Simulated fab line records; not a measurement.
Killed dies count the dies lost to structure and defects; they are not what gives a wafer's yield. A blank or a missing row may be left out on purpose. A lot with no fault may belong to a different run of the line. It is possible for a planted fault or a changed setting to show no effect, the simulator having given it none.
Chamber matching -- flow n5 finfet -- N5_BEOL_M0_SAQP_STRIP_75 on rie diel-02 has 4 sister chambers
The step strips in CF4. 8 wafers are shown with their chamber, then 8 later ones without.

WAFERS WITH THEIR CHAMBER
wafer,chamber,throttle valve pct (%),showerhead plenum p Torr (Torr)
L074.4,1,13.32,1.73
L075.5,0,12.92,1.74
L079.4,2,13.76,1.79
L079.6,3,13.68,1.77
L080.4,2,13.76,1.79
L080.5,1,13.35,1.73
L080.6,0,12.93,1.73
L092.3,3,13.71,1.76

WAFERS WHOSE CHAMBER IS MISSING
wafer,throttle valve pct (%),showerhead plenum p Torr (Torr)
L092.4,13.79,1.79
L092.5,13.40,1.73
L093.2,13.81,1.79
L093.4,12.98,1.73
L093.5,13.72,1.76
L095.1,13.74,1.76
L095.4,13.81,1.79
L095.5,13.40,1.73

EACH ONE'S CHAMBER
wafer,from the rows above,in truth
L092.4,2,2
L092.5,1,1
L093.2,2,2
L093.4,0,0
L093.5,3,3
L095.1,3,3
L095.4,2,2
L095.5,1,1
Correctly placed: 8 of 8. Left unplaced by these rows: 0. Number placed wrongly: 0.
How it was worked out, from the rows above alone: a wafer's distance from a chamber is the root of the sum, over the readings, of the square of ((its reading less the chamber's mean) divided by the reading's scatter). The wafer belongs to the nearest chamber; if the next one is less than 2 further off, it can't be placed. A chamber's mean is the mean of its shown wafers. The scatter: take each reading less its chamber's mean, square it, sum over the shown wafers, divide by the number of wafers less the number of chambers, and take the root.
